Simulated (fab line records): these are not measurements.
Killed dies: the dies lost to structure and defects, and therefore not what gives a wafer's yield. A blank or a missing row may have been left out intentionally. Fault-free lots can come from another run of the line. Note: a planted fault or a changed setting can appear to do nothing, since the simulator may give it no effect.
fab line records	flow n5_finfet
[record] lots = 24	wafers = 72	last_day = 18
route steps=1938 shown START@1 ZERO_LAYER@15 WELL_APT@55 FIN_SAQP@94
lots with no fault: from the same line, run without faults
start_h: the number of hours between the record's first day and the start of the first shown wafer of the lot	wait_h: hours since the lot's step before	" repeats the value in the row above	L1.1+2: a single row standing in for several wafers	- value missing, or start not given	* or withheld: withheld	< > ~ a bound
route shown NAME@n: a module of which the file shows steps, and the number in the route of the first	usual: average and standard deviation across the fault-free wafers	same: alike in all rows	chamber/n: place in a boat	sites: each site's reading	_std_site: standard deviation across them	_edge_site: inner sites' mean taken away from outer sites' mean	radius_mm: how far each site lies from the wafer's centre	mask NAME#n: copy n	behind: tool/chamber where the wafer was last shaped	hold: why the lot was held/for how many hours/how that ended	device: transistor that didn't switch, given as n, p or np	end of line: at the end of the route, the tests of the same wafers	a step without rows: its recipe alone	killed: dies lost to structure and defects at the first sort, not the wafer's yield	map: a wafer's dies, x killed, . not, _ none there
set.NAME: the setting as run; set.NAME@STEP: as run at that earlier step	model.NAME: the simulator's own value behind a step, which no gauge read
one table for each step of the route and one row for each wafer, over a sample of lots
services: from which hour (start_h, from the record's first day; less than 0 if before it) a tool's chamber was out of use, for how many hours, and why
[[steps]]
[step N5_START_INSPECT_01]
[recipe] inspect_instrument = unpatterned_scan	mode = incoming
[usual] raw_defect_count = 5.8/2.5
lot.wafer	tool	chamber	start_h	wait_h	raw_defect_count
L074.1	defect_inspect-01	-	12.03	-	6
L074.3	"	-	"	"	4
L074.5	"	-	"	"	2
L075.2	defect_inspect-02	-	18.03	-	8
L075.3	"	-	"	"	2
L075.4	"	-	"	"	5
L076.1	defect_inspect-02	-	24.03	-	8
L076.3	"	-	"	"	6
L076.5	"	-	"	"	3
L077.3	defect_inspect-02	-	30.03	-	2
L077.4	"	-	"	"	9
L077.6	"	-	"	"	7
L078.1	defect_inspect-01	-	36.03	-	7
L078.4	"	-	"	"	5
L078.6	"	-	"	"	5
L079.1	defect_inspect-02	-	42.03	-	4
L079.4	"	-	"	"	6
L079.6	"	-	"	"	5
L080.1	defect_inspect-02	-	48.03	-	6
L080.2	"	-	"	"	2
L080.3	"	-	"	"	6
L081.3	defect_inspect-02	-	54.03	-	8
L081.5	"	-	"	"	8
L081.6	"	-	"	"	4
L082.2	defect_inspect-02	-	60.03	-	4
L082.4	"	-	"	"	10
L082.6	"	-	"	"	3
L083.1	defect_inspect-01	-	66.03	-	6
L083.2	"	-	"	"	10
L083.6	"	-	"	"	11
L084.1	defect_inspect-01	-	72.03	-	3
L084.2	"	-	"	"	3
L084.4	"	-	"	"	3
L085.1	defect_inspect-01	-	78.03	-	6
L085.2	"	-	"	"	5
L085.3	"	-	"	"	3
L086.2	defect_inspect-01	-	84.03	-	5
L086.3	"	-	"	"	2
L086.6	"	-	"	"	8
L087.1	defect_inspect-02	-	90.03	-	7
L087.3	"	-	"	"	8
L087.5	"	-	"	"	8
L088.1	defect_inspect-01	-	96.03	-	4
L088.2	"	-	"	"	11
L088.6	"	-	"	"	4
L089.1	defect_inspect-01	-	102.03	-	6
L089.2	"	-	"	"	10
L089.5	"	-	"	"	5
L090.3	defect_inspect-01	-	108.03	-	4
L090.4	"	-	"	"	5
L090.5	"	-	"	"	6
L091.1	defect_inspect-01	-	114.03	-	3
L091.3	"	-	"	"	7
L091.5	"	-	"	"	9
L092.1	defect_inspect-02	-	120.03	-	4
L092.2	"	-	"	"	8
L092.3	"	-	"	"	6
L093.2	defect_inspect-01	-	126.03	-	3
L093.4	"	-	"	"	5
L093.6	"	-	"	"	2
L094.1	defect_inspect-01	-	132.03	-	5
L094.5	"	-	"	"	3
L094.6	"	-	"	"	6
L095.1	defect_inspect-02	-	138.03	-	7
L095.5	"	-	"	"	5
L095.6	"	-	"	"	7
L096.3	defect_inspect-01	-	144.03	-	5
L096.4	"	-	"	"	6
L096.5	"	-	"	"	7
L097.3	defect_inspect-01	-	150.03	-	9
L097.5	"	-	"	"	7
L097.6	"	-	"	"	8
[step N5_ZERO_LAYER_ETCH_17]
[recipe] chemistry = CF4	target = SiO2	target_depth_a = 120	time_s = 13.3	ion_energy_ev = 350	pressure_mtorr = 40	source_w = 450	bias_w = 215	Ar_flow_sccm = 100	cf4_flow_sccm = 100
[usual] bias_w = 214.9/0.63	drypump_motor_current_A = 5.82/0.29	mfc_ar_sccm = 100.00/0.3	oes_product_au = 0.78/0.075	rf_vpp_V = 951/5.1	showerhead_plenum_p_Torr = 2.18/0.082	throttle_valve_pct = 15.58/0.25
lot.wafer	tool	chamber	start_h	wait_h	bias_w	drypump_motor_current_A	mfc_ar_sccm	oes_product_au	rf_hours_counter_h	rf_vpp_V	showerhead_plenum_p_Torr	throttle_valve_pct
L074.1	rie_diel-04	3	12.84	0.0	215.4	5.51	100.25	0.79	92	937	1.99	15.43
L074.3	"	2	"	"	215.4	6.05	99.64	0.81	96	954	2.24	15.17
L074.5	"	1	"	"	214.8	5.67	100.03	0.71	-	949	2.12	15.43
L075.2	rie_diel-03	0	18.71	0.0	215.6	5.17	100.22	0.70	232	952	2.19	15.78
L075.3	"	1	"	"	213.9	5.89	100.10	0.78	134	953	2.24	15.97
L075.4	"	2	"	"	215.6	5.41	100.59	0.85	65	950	2.17	15.57
L076.1	rie_diel-05	0	25.03	0.0	215.8	6.10	99.78	0.78	125	954	2.24	15.47
L076.3	"	2	"	"	215.3	6.37	100.13	0.81	108	953	2.24	15.94
L076.5	"	2	"	"	214.6	6.33	100.26	0.80	-	955	2.24	15.92
L077.3	rie_diel-04	3	30.73	0.0	216.0	5.56	99.83	0.79	98	941	1.99	15.43
L077.4	"	0	"	"	216.2	5.84	99.71	0.79	120	955	2.24	15.61
L077.6	"	3	"	"	215.1	5.50	100.14	0.80	-	940	1.99	15.45
L078.1	rie_diel-04	1	36.87	0.0	215.2	5.68	99.92	0.70	202	948	2.12	15.44
L078.4	"	2	"	"	215.2	6.09	99.97	0.80	103	956	2.24	15.20
L078.6	"	1	"	"	215.5	5.67	99.66	0.70	-	948	2.11	15.42
L079.1	rie_diel-04	0	42.89	0.0	214.4	5.86	99.95	0.79	124	956	2.24	15.60
L079.4	"	1	"	"	214.4	5.64	99.76	0.69	204	948	2.11	15.42
L079.6	"	1	"	"	213.4	5.66	99.58	0.70	-	948	2.11	15.42
L080.1	rie_diel-03	2	50.27	0.0	216.1	5.42	100.05	0.84	70	950	2.17	15.56
L080.2	"	3	"	"	215.3	5.78	100.39	0.70	232	950	2.20	15.99
L080.3	"	1	"	"	213.9	5.91	99.84	0.76	142	953	2.23	15.99
L081.3	rie_diel-04	0	56.10	0.0	215.4	5.85	99.71	0.78	130	954	2.24	15.61
L081.5	"	1	"	"	215.0	5.61	99.96	0.70	-	947	2.11	15.45
L081.6	"	2	"	"	213.5	6.05	100.26	0.80	-	954	2.23	15.21
L082.2	rie_diel-04	0	60.74	0.0	215.3	5.87	100.19	0.78	132	953	2.24	15.62
L082.4	"	3	"	"	214.1	5.54	100.36	0.78	110	938	1.99	15.47
L082.6	"	2	"	"	215.9	6.04	99.90	0.79	-	955	2.23	15.20
L083.1	rie_diel-05	2	66.84	0.0	215.1	6.37	99.89	0.79	117	955	2.24	15.94
L083.2	"	0	"	"	214.7	6.07	99.02	0.79	133	953	2.23	15.50
L083.6	"	3	"	"	214.3	6.07	99.41	0.90	-	956	2.26	15.47
L084.1	rie_diel-05	2	72.72	0.0	213.6	6.30	100.27	0.80	119	955	2.24	15.95
L084.2	"	0	"	"	215.5	6.09	100.28	0.78	135	953	2.23	15.51
L084.4	"	3	"	"	215.6	6.09	100.21	0.90	30	957	2.26	15.46
L085.1	rie_diel-05	3	79.13	0.0	215.2	6.08	99.94	0.89	32	956	2.26	15.47
L085.2	"	1	"	"	215.5	5.74	99.94	0.93	17	951	2.19	15.45
L085.3	"	2	"	"	214.6	6.36	99.75	0.79	121	956	2.24	15.96
L086.2	rie_diel-05	3	84.85	0.0	214.6	6.08	100.59	0.90	34	956	2.26	15.49
L086.3	"	0	"	"	215.0	6.08	99.63	0.78	139	956	2.23	15.50
L086.6	"	3	"	"	215.1	6.08	99.94	0.89	-	957	2.26	15.48
L087.1	rie_diel-03	1	90.86	0.0	214.3	5.89	100.01	0.74	160	954	2.23	16.04
L087.3	"	3	"	"	215.1	5.78	100.07	0.69	-	951	2.19	16.02
L087.5	"	1	"	"	214.4	5.89	100.25	0.75	-	953	2.23	16.02
L088.1	rie_diel-03	2	96.87	0.0	214.5	5.46	99.92	0.83	81	950	2.17	15.58
L088.2	"	0	"	"	215.1	5.16	100.03	0.68	248	951	2.19	15.82
L088.6	"	2	"	"	214.0	5.46	100.08	0.84	-	950	2.17	15.60
L089.1	rie_diel-05	1	103.07	0.0	213.9	5.73	99.41	0.92	24	951	2.19	15.47
L089.2	"	3	"	"	215.3	6.08	100.52	0.89	41	956	2.25	15.50
L089.5	"	2	"	"	215.0	6.30	100.10	0.78	-	953	2.24	15.97
L090.3	rie_diel-04	2	108.93	0.0	215.5	6.08	99.81	0.78	129	953	2.23	15.23
L090.4	"	0	"	"	214.1	5.87	100.42	0.76	148	954	2.23	15.65
L090.5	"	3	"	"	215.3	5.53	99.91	0.76	-	940	1.98	15.50
L091.1	rie_diel-03	2	114.86	0.0	214.7	5.45	100.08	0.82	89	949	2.16	15.61
L091.3	"	1	"	"	215.1	5.90	99.60	0.74	171	954	2.22	16.04
L091.5	"	2	"	"	215.1	5.42	99.76	0.82	-	952	2.16	15.61
L092.1	rie_diel-03	3	120.71	0.0	214.7	5.75	100.01	0.99	1	953	2.19	15.53
L092.2	"	1	"	"	215.4	5.92	99.70	0.72	174	953	2.22	16.04
L092.3	"	2	"	"	215.4	5.45	99.98	0.82	92	951	2.16	15.62
L093.2	rie_diel-04	1	127.15	0.0	215.2	5.64	99.72	0.68	233	947	2.10	15.49
L093.4	"	0	"	"	215.8	5.86	100.06	0.75	154	954	2.23	15.68
L093.6	"	1	"	"	214.3	5.66	100.03	0.68	-	947	2.10	15.48
L094.1	rie_diel-04	1	132.71	0.0	214.4	5.61	100.61	0.69	235	946	2.10	15.49
L094.5	"	3	"	"	216.0	5.51	100.00	0.75	-	939	1.98	15.51
L094.6	"	1	"	"	214.8	5.61	100.52	0.68	-	946	2.10	15.50
L095.1	rie_diel-04	1	138.71	0.0	214.5	5.68	99.98	0.68	238	948	2.10	15.49
L095.5	"	2	"	"	214.1	6.11	100.15	0.79	-	953	2.22	15.25
L095.6	"	3	"	"	214.4	5.50	99.72	0.75	-	938	1.98	15.52
L096.3	rie_diel-04	3	144.84	0.0	215.1	5.51	99.82	0.75	139	938	1.98	15.54
L096.4	"	3	"	"	215.7	5.53	100.02	0.75	-	937	1.98	15.53
L096.5	"	2	"	"	215.5	6.04	99.33	0.77	-	954	2.22	15.26
L097.3	rie_diel-05	3	150.72	0.0	214.6	6.08	100.21	0.85	54	957	2.25	15.53
L097.5	"	2	"	"	213.8	6.32	99.59	0.77	-	954	2.23	15.98
L097.6	"	1	"	"	214.5	5.75	99.91	0.90	-	951	2.19	15.50
[step N5_WELL_APT_EPI_41]
[recipe] material = Si	target_thk_a = 500	temp_c = 650	precursor = SiH4/H2	pressure_torr = 20	time_s = 297.7
[usual] throttle_valve_pct = 11.14/0.22
lot.wafer	tool	chamber	start_h	wait_h	throttle_valve_pct
L074.1	epi_rpcvd-04	0	16.03	0.0	10.75
L074.3	"	0	"	"	11.08
L074.5	"	0	"	"	11.06
L075.2	epi_rpcvd-04	0	22.38	0.2	10.95
L075.3	"	0	"	"	11.10
L075.4	"	0	"	"	11.01
L076.1	epi_rpcvd-03	0	28.23	0.0	11.23
L076.3	"	0	"	"	11.27
L076.5	"	0	"	"	11.44
L077.3	epi_rpcvd-03	0	34.53	0.2	11.15
L077.4	"	0	"	"	11.57
L077.6	"	0	"	"	11.25
L078.1	epi_rpcvd-04	0	40.47	0.0	11.12
L078.4	"	0	"	"	11.07
L078.6	"	0	"	"	11.06
L079.1	epi_rpcvd-03	0	46.07	0.0	11.39
L079.4	"	0	"	"	11.48
L079.6	"	0	"	"	11.09
L080.1	epi_rpcvd-03	0	53.57	0.0	11.50
L080.2	"	0	"	"	11.32
L080.3	"	0	"	"	11.40
L081.3	epi_rpcvd-04	0	59.71	0.2	11.00
L081.5	"	0	"	"	11.08
L081.6	"	0	"	"	11.03
L082.2	epi_rpcvd-03	0	64.07	0.1	11.22
L082.4	"	0	"	"	11.46
L082.6	"	0	"	"	11.23
L083.1	epi_rpcvd-04	0	70.35	0.0	10.93
L083.2	"	0	"	"	10.86
L083.6	"	0	"	"	10.89
L084.1	epi_rpcvd-04	0	76.21	0.0	10.98
L084.2	"	0	"	"	10.93
L084.4	"	0	"	"	11.01
L085.1	epi_rpcvd-04	0	82.99	0.0	10.94
L085.2	"	0	"	"	10.87
L085.3	"	0	"	"	10.82
L086.2	epi_rpcvd-03	0	88.70	0.2	11.39
L086.3	"	0	"	"	11.34
L086.6	"	0	"	"	11.11
L087.1	epi_rpcvd-02	0	94.22	0.0	10.91
L087.3	"	0	"	"	11.20
L087.5	"	0	"	"	11.08
L088.1	epi_rpcvd-04	0	100.10	0.0	10.96
L088.2	"	0	"	"	11.09
L088.6	"	0	"	"	10.98
L089.1	epi_rpcvd-03	0	106.34	0.0	11.23
L089.2	"	0	"	"	11.26
L089.5	"	0	"	"	11.51
L090.3	epi_rpcvd-03	0	112.32	0.2	11.44
L090.4	"	0	"	"	11.15
L090.5	"	0	"	"	11.18
L091.1	epi_rpcvd-02	0	118.16	0.0	10.77
L091.3	"	0	"	"	11.07
L091.5	"	0	"	"	11.23
L092.1	epi_rpcvd-03	0	125.45	0.0	11.27
L092.2	"	0	"	"	11.54
L092.3	"	0	"	"	11.36
L093.2	epi_rpcvd-04	0	130.44	0.1	10.82
L093.4	"	0	"	"	11.05
L093.6	"	0	"	"	11.01
L094.1	epi_rpcvd-03	0	136.00	0.0	11.25
L094.5	"	0	"	"	11.48
L094.6	"	0	"	"	11.12
L095.1	epi_rpcvd-03	0	141.89	0.0	11.48
L095.5	"	0	"	"	11.41
L095.6	"	0	"	"	11.26
L096.3	epi_rpcvd-04	0	148.51	0.3	10.90
L096.4	"	0	"	"	10.83
L096.5	"	0	"	"	11.16
L097.3	epi_rpcvd-02	0	154.15	0.3	11.08
L097.5	"	0	"	"	10.85
L097.6	"	0	"	"	10.88
[step N5_FIN_SAQP_ALD_61]
[recipe] material = SiO2	target_thk_a = 40	temp_c = 300	ald_precursor_family = BDEAS	ald_co_reactant = O2-plasma	pulse_time_s = 1	purge_time_s = 2	co_reactant_purge_time_s = 2	ald_cycles = 43	pressure_torr = 2
[usual] heater_power_w = 485/41	precursor_pulse_height_rel = 1.000/0.019
[same] co_reactant_purge_time_s = 2
lot.wafer	tool	chamber	start_h	wait_h	heater_power_w	precursor_pulse_height_rel
L074.1	ald_sin-01	1	20.38	0.0	465	1.000
L074.3	"	3	"	"	449	0.983
L074.5	"	0	"	"	500	1.030
L075.2	ald_sin-02	2	26.87	0.3	526	0.999
L075.3	"	0	"	"	494	1.020
L075.4	"	3	"	"	457	1.013
L076.1	ald_sin-03	1	32.75	0.1	558	0.996
L076.3	"	3	"	"	460	1.008
L076.5	"	2	"	"	457	1.011
L077.3	ald_sin-03	1	38.26	0.0	540	0.983
L077.4	"	3	"	"	470	0.981
L077.6	"	0	"	"	484	0.976
L078.1	ald_sin-02	1	44.80	0.0	569	1.034
L078.4	"	0	"	"	486	0.996
L078.6	"	3	"	"	455	1.005
L079.1	ald_sin-02	3	51.96	0.0	458	0.999
L079.4	"	0	"	"	495	0.973
L079.6	"	3	"	"	462	1.032
L080.1	ald_sin-01	2	58.87	0.0	443	0.970
L080.2	"	1	"	"	453	1.019
L080.3	"	0	"	"	502	1.009
L081.3	ald_sin-01	3	63.53	0.0	434	1.008
L081.5	"	0	"	"	509	0.997
L081.6	"	1	"	"	453	0.985
L082.2	ald_sin-01	3	67.93	0.0	435	0.985
L082.4	"	2	"	"	448	0.961
L082.6	"	3	"	"	432	0.968
L083.1	ald_sin-02	2	74.44	0.0	504	0.985
L083.2	"	0	"	"	494	0.995
L083.6	"	2	"	"	499	0.995
L084.1	ald_sin-01	2	80.67	0.0	443	1.009
L084.2	"	0	"	"	485	1.032
L084.4	"	1	"	"	449	1.024
L085.1	ald_sin-02	3	87.87	0.5	450	1.005
L085.2	"	0	"	"	483	0.972
L085.3	"	2	"	"	507	1.007
L086.2	ald_sin-02	3	93.87	0.9	467	1.012
L086.3	"	1	"	"	583	1.015
L086.6	"	2	"	"	513	0.974
L087.1	ald_sin-01	3	98.72	0.2	440	0.985
L087.3	"	0	"	"	491	1.017
L087.5	"	2	"	"	453	0.982
L088.1	ald_sin-02	1	104.63	0.0	552	0.996
L088.2	"	2	"	"	500	0.998
L088.6	"	3	"	"	464	1.007
L089.1	ald_sin-02	1	111.55	0.2	586	1.010
L089.2	"	3	"	"	467	1.000
L089.5	"	0	"	"	503	1.013
L090.3	ald_sin-01	1	116.56	0.1	452	0.981
L090.4	"	3	"	"	447	0.956
L090.5	"	1	"	"	447	1.031
L091.1	ald_sin-03	0	122.24	0.0	510	0.981
L091.3	"	3	"	"	451	0.999
L091.5	"	0	"	"	494	0.980
L092.1	ald_sin-01	3	130.53	0.0	452	1.012
L092.2	"	1	"	"	463	0.995
L092.3	"	2	"	"	445	0.982
L093.2	ald_sin-01	1	134.76	0.0	455	1.018
L093.4	"	2	"	"	447	1.029
L093.6	"	1	"	"	443	1.030
L094.1	ald_sin-03	2	140.41	0.2	473	0.967
L094.5	"	2	"	"	457	0.981
L094.6	"	1	"	"	567	0.989
L095.1	ald_sin-03	3	146.72	0.6	441	1.011
L095.5	"	3	"	"	452	0.993
L095.6	"	0	"	"	502	1.020
L096.3	ald_sin-03	3	152.98	0.0	444	1.030
L096.4	"	0	"	"	503	1.026
L096.5	"	3	"	"	441	0.977
L097.3	ald_sin-01	2	158.72	0.0	440	0.980
L097.5	"	2	"	"	462	0.999
L097.6	"	3	"	"	443	1.015
[step N5_FIN_SAQP_DENSIFY_62]
[recipe] temp_c = 700	time_s = 60	ambient = N2	idle_temp_c = 600	ramp_up_c_per_s = 150	ramp_down_c_per_s = 60	cool_to_c = 600
[usual] lamp_power_pct = 9.85/0.049	wafer_temp_C_max = 703.3/0.64
lot.wafer	tool	chamber	start_h	wait_h	lamp_power_pct	wafer_temp_C_max
L074.1	rtp_anneal-02	0	20.59	0.1	9.86	703.0
L074.3	"	0	"	"	9.83	702.8
L074.5	"	0	"	"	9.82	703.7
L075.2	rtp_anneal-01	0	27.10	0.1	9.82	703.2
L075.3	"	0	"	"	9.85	703.0
L075.4	"	0	"	"	9.84	703.0
L076.1	rtp_anneal-02	0	33.02	0.2	9.83	702.8
L076.3	"	0	"	"	9.83	703.6
L076.5	"	0	"	"	9.76	703.6
L077.3	rtp_anneal-02	0	38.64	0.3	9.82	704.1
L077.4	"	0	"	"	9.83	704.6
L077.6	"	0	"	"	9.87	704.5
L078.1	rtp_anneal-02	0	45.07	0.2	9.78	702.6
L078.4	"	0	"	"	9.87	703.2
L078.6	"	0	"	"	9.83	702.3
L079.1	rtp_anneal-01	0	52.28	0.2	9.81	703.1
L079.4	"	0	"	"	9.95	702.7
L079.6	"	0	"	"	9.79	702.9
L080.1	rtp_anneal-02	0	59.09	0.1	9.83	704.1
L080.2	"	0	"	"	9.85	702.7
L080.3	"	0	"	"	9.77	703.0
L081.3	rtp_anneal-02	0	63.91	0.3	9.87	702.8
L081.5	"	0	"	"	9.85	703.2
L081.6	"	0	"	"	9.73	703.1
L082.2	rtp_anneal-01	0	68.16	0.1	9.77	702.5
L082.4	"	0	"	"	9.90	703.0
L082.6	"	0	"	"	9.82	703.9
L083.1	rtp_anneal-02	0	74.71	0.2	9.93	702.4
L083.2	"	0	"	"	9.82	703.3
L083.6	"	0	"	"	9.80	703.7
L084.1	rtp_anneal-01	0	80.87	0.1	9.85	704.3
L084.2	"	0	"	"	9.93	703.5
L084.4	"	0	"	"	9.85	703.4
L085.1	rtp_anneal-02	0	88.15	0.2	9.91	702.9
L085.2	"	0	"	"	9.86	705.0
L085.3	"	0	"	"	9.83	702.7
L086.2	rtp_anneal-01	0	94.10	0.1	9.91	702.6
L086.3	"	0	"	"	9.77	703.7
L086.6	"	0	"	"	9.85	703.3
L087.1	rtp_anneal-02	0	98.94	0.1	9.79	703.2
L087.3	"	0	"	"	9.83	703.8
L087.5	"	0	"	"	9.89	703.1
L088.1	rtp_anneal-01	0	104.83	0.1	9.87	703.2
L088.2	"	0	"	"	9.98	703.0
L088.6	"	0	"	"	9.85	702.9
L089.1	rtp_anneal-02	0	111.75	0.1	9.89	702.9
L089.2	"	0	"	"	9.93	704.2
L089.5	"	0	"	"	9.91	702.7
L090.3	rtp_anneal-01	0	116.83	0.2	9.83	703.0
L090.4	"	0	"	"	9.78	703.1
L090.5	"	0	"	"	9.85	703.0
L091.1	rtp_anneal-01	0	122.44	0.1	9.87	704.1
L091.3	"	0	"	"	9.88	704.4
L091.5	"	0	"	"	9.92	702.4
L092.1	rtp_anneal-02	0	130.76	0.1	9.84	703.5
L092.2	"	0	"	"	9.78	703.8
L092.3	"	0	"	"	9.85	702.5
L093.2	rtp_anneal-02	0	135.00	0.1	9.85	703.6
L093.4	"	0	"	"	9.94	702.6
L093.6	"	0	"	"	9.75	703.7
L094.1	rtp_anneal-01	0	140.62	0.1	9.84	702.3
L094.5	"	0	"	"	9.88	702.5
L094.6	"	0	"	"	9.92	704.1
L095.1	rtp_anneal-02	0	146.93	0.1	9.81	702.5
L095.5	"	0	"	"	9.84	702.7
L095.6	"	0	"	"	9.86	702.7
L096.3	rtp_anneal-01	0	153.27	0.2	9.80	703.5
L096.4	"	0	"	"	9.94	705.1
L096.5	"	0	"	"	9.83	704.4
L097.3	rtp_anneal-01	0	158.98	0.2	9.80	703.7
L097.5	"	0	"	"	9.81	703.2
L097.6	"	0	"	"	9.86	703.0
[step N5_FIN_SAQP_PECVD_48]
[recipe] material = SiNx	target_thk_a = 250	temp_c = 400	precursor = SiH4/NH3/N2	pressure_torr = 1.5	rf_w = 300	time_s = 22.1
[usual] heater_power_w = 724/110	showerhead_plenum_p_Torr = 5.12/0.065	throttle_valve_pct = 41.2/2.4
lot.wafer	tool	chamber	start_h	wait_h	heater_power_w	showerhead_plenum_p_Torr	throttle_valve_pct
L074.1	pecvd-01	1	20.97	0.0	683	5.14	45.2
L074.3	"	0	"	"	728	5.01	38.4
L074.5	"	2	"	"	698	5.16	42.5
L075.2	pecvd-01	0	27.45	0.0	692	5.01	38.7
L075.3	"	2	"	"	698	5.16	42.4
L075.4	"	1	"	"	665	5.14	45.2
L076.1	pecvd-01	1	33.40	0.0	596	5.16	44.9
L076.3	"	0	"	"	734	5.00	38.5
L076.5	"	1	"	"	591	5.15	45.1
L077.3	pecvd-01	1	38.96	0.0	654	5.16	45.0
L077.4	"	1	"	"	645	5.14	44.8
L077.6	"	2	"	"	662	5.17	42.4
L078.1	pecvd-01	0	45.47	0.0	698	5.00	38.8
L078.4	"	2	"	"	581	5.17	42.4
L078.6	"	1	"	"	642	5.14	45.1
L079.1	pecvd-01	0	52.66	0.0	718	5.02	38.7
L079.4	"	2	"	"	706	5.16	42.4
L079.6	"	1	"	"	683	5.15	45.0
L080.1	pecvd-01	2	59.47	0.0	628	5.16	42.6
L080.2	"	0	"	"	658	5.00	38.9
L080.3	"	1	"	"	681	5.14	44.8
L081.3	pecvd-02	2	64.23	0.0	939	5.12	38.2
L081.5	"	2	"	"	954	5.13	38.2
L081.6	"	0	"	"	670	5.07	41.2
L082.2	pecvd-01	0	68.51	0.0	719	5.02	38.6
L082.4	"	2	"	"	627	5.15	42.4
L082.6	"	0	"	"	726	5.01	38.7
L083.1	pecvd-01	2	75.10	0.0	623	5.17	42.5
L083.2	"	0	"	"	707	5.00	38.9
L083.6	"	0	"	"	704	5.02	38.3
L084.1	pecvd-02	2	81.25	0.0	997	5.13	38.2
L084.2	"	1	"	"	790	5.22	41.3
L084.4	"	2	"	"	1021	5.13	38.4
L085.1	pecvd-01	2	88.53	0.0	664	5.16	42.4
L085.2	"	0	"	"	719	5.01	38.4
L085.3	"	1	"	"	637	5.14	45.0
L086.2	pecvd-02	0	94.45	0.0	581	5.08	41.4
L086.3	"	1	"	"	941	5.21	41.4
L086.6	"	2	"	"	952	5.12	38.3
L087.1	pecvd-02	0	99.32	0.0	630	5.06	41.1
L087.3	"	1	"	"	815	5.22	41.3
L087.5	"	0	"	"	616	5.06	41.1
L088.1	pecvd-04	1	105.23	0.0	828	5.04	39.3
L088.2	"	2	"	"	749	5.14	39.7
L088.6	"	1	"	"	804	5.05	39.2
L089.1	pecvd-01	2	112.15	0.0	619	5.16	42.5
L089.2	"	1	"	"	652	5.16	45.0
L089.5	"	1	"	"	623	5.13	45.2
L090.3	pecvd-01	2	117.21	0.0	596	5.16	42.4
L090.4	"	1	"	"	589	5.15	45.0
L090.5	"	2	"	"	607	5.15	42.9
L091.1	pecvd-04	2	122.87	0.0	830	5.14	39.7
L091.3	"	1	"	"	778	5.05	39.0
L091.5	"	1	"	"	786	5.05	38.7
L092.1	pecvd-02	1	131.35	0.0	847	5.21	41.5
L092.2	"	0	"	"	576	5.05	41.2
L092.3	"	2	"	"	888	5.13	38.2
L093.2	pecvd-02	1	135.37	0.0	855	5.22	41.4
L093.4	"	0	"	"	704	5.04	41.1
L093.6	"	2	"	"	899	5.13	38.6
L094.1	pecvd-04	1	141.00	0.0	869	5.05	39.3
L094.5	"	2	"	"	795	5.13	40.2
L094.6	"	1	"	"	872	5.04	39.1
L095.1	pecvd-02	2	147.31	0.0	976	5.13	38.4
L095.5	"	2	"	"	984	5.14	38.6
L095.6	"	1	"	"	745	5.21	41.5
L096.3	pecvd-01	1	153.61	0.0	657	5.14	45.0
L096.4	"	2	"	"	703	5.16	42.5
L096.5	"	1	"	"	657	5.14	44.9
L097.3	pecvd-04	0	159.30	0.0	853	5.13	37.8
L097.5	"	0	"	"	849	5.12	37.7
L097.6	"	2	"	"	753	5.16	39.9
[[services]]
tool	chamber	start_h	hours	kind
ald_sin-01	3	-10.24	1.9	repair
rie_diel-05	2	-9.18	4.3	repair
ald_sin-01	-	-5.92	14.0	pm
rie_diel-03	3	10.17	7.4	repair
rie_diel-05	3	14.44	11.2	repair
ald_sin-02	1	22.17	4.4	repair
ald_sin-02	0	27.26	2.7	repair
rie_diel-03	2	38.54	8.4	repair
ald_sin-03	-	40.52	6.1	pm
rie_diel-05	-	43.75	14.6	pm
rie_diel-03	-	46.51	2.8	pm
epi_rpcvd-03	-	58.83	4.3	pm
ald_sin-03	-	64.47	1.5	repair
rie_diel-03	0	68.69	27.3	repair
ald_sin-01	3	78.59	10.8	repair
ald_sin-03	-	85.31	14.0	pm
rie_diel-05	0	92.10	4.1	repair
rie_diel-03	0	99.83	13.6	repair
pecvd-01	0	108.71	29.9	repair
pecvd-02	-	114.18	4.3	pm
pecvd-01	-	123.33	5.5	repair
rie_diel-05	-	127.03	0.2	repair
ald_sin-02	-	138.45	6.0	pm
ald_sin-01	3	153.20	4.7	repair
[[key]]
fault none
